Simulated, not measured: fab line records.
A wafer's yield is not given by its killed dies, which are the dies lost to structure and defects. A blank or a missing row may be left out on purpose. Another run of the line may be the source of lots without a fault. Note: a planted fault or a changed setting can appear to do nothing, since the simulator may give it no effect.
A struck lot beside a sound one    flow n5 finfet    14 steps out of a route of 1938
Sound: wafers L647.1, L647.2, L647.4. Struck: wafer L665.4. (L665.2 of the same lot was not struck and is left out.) The cause comes at the end.
Per side, at each step with rows, come the tool, then ch with its chambers, and then its first start. Under that, the readings that differ: sound wafers    struck wafers    difference of the means    sigmas: that difference in standard deviations of wafers without a fault.
alike: readings whose means differ by less than 2 such deviations, and words and numbers that are the same on both sides. not compared: withheld readings, readings that some wafer has no value for, bounds like >300 that may hide the same value, and numbers for which the record gives no deviation and whose values overlap.
A row with sigmas, a row that says differs or no value, or rows on one side alone: a step with any of these is where the two part. Numbers that have no deviation but don't overlap get no sigmas and don't part them. A reading missing from all wafers of one side parts the sides only when that side holds two or more wafers.

first, 7 steps without rows for these wafers: N5_BEOL_M10_COAT_64 (time 60 s, resist thk 30 nm); N5_BEOL_M10_COAT_22 (resist thk 90 nm); N5_BEOL_M10_EBR_24; N5_BEOL_M10_SOFTBAKE_23 (time 60 s); N5_BEOL_M10_EXPOSE_25 (exposes mask V9); N5_BEOL_M10_PEB_26 (peb time 60 s); N5_BEOL_M10_DEVELOP_27 (develop time 30 s).
N5_BEOL_M10_CD_MEAS_28 targets a cd of 70 nm.
  sound on cd sem-03 ch 0, day 9 21:07; struck on cd sem-02 ch 0, day 13 23:04
  alike: cd nm
N5_BEOL_M10_OVL_MEAS_29:
  sound on overlay-01 ch 0, day 9 21:10; struck on overlay-01 ch 0, day 13 23:05
  alike: V9_OVL
N5_BEOL_M10_INSPECT_30: inspects for defects (brightfield).
  sound on defect inspect-02, day 9 21:11; struck on defect inspect-02, day 13 23:07
  alike: raw defect count
N5_BEOL_M10_DESCUM_33: chemistry O2, time 7.9 s.
  sound on rie diel-02 ch 1,2,3, day 9 21:26; struck on rie diel-06 ch 3, day 13 23:09
reading                 sound       struck  difference  sigmas
rf hours counter h (h)  212 212 68  30      -134        
  alike: drypump motor current A, oes product au, rf vpp V, showerhead plenum p Torr, throttle valve pct
N5_BEOL_M10_ETCH_65: etches SiARC in CF4, target depth 39 nm, time 65 s.
  sound on rie diel-02 ch 1,2,3, day 9 21:29; struck on rie diel-06 ch 3, day 13 23:11
reading                 sound       struck  difference  sigmas
rf hours counter h (h)  212 212 68  30      -134        
  alike: drypump motor current A, etch rf on time s, oes product au, rf vpp V, showerhead plenum p Torr, throttle valve pct
N5_BEOL_M10_ETCH_66: etches SOC in N2/H2, target depth 120 nm, overetch 24 nm, time 180 s.
  sound on rie diel-02 ch 1,2,3, day 9 21:32; struck on rie diel-06 ch 3, day 13 23:14
reading                                      sound              struck  difference  sigmas
rf hours counter h (h)                       212 212 68         31      -133        
run length s (s)                             202.5 202.9 203.0  214.3   +11.5       +29
model.SiARC_of_BEOL_M10_COAT_64.thk nm (nm)  23 22.8 22.6       22.4    -0.4        
  alike: drypump motor current A, oes product au, rf vpp V, showerhead plenum p Torr, throttle valve pct
then, 1 step without rows for these wafers: N5_BEOL_M10_STRIP_69 (strips in N2/H2).

== WHERE THEY PART ==
Within this record, at N5_BEOL_M10_ETCH_66 only.

WHY: what had been put in by the simulator
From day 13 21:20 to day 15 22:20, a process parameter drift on rie diel-06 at N5_BEOL_M10_ETCH_66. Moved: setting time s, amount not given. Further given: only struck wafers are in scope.
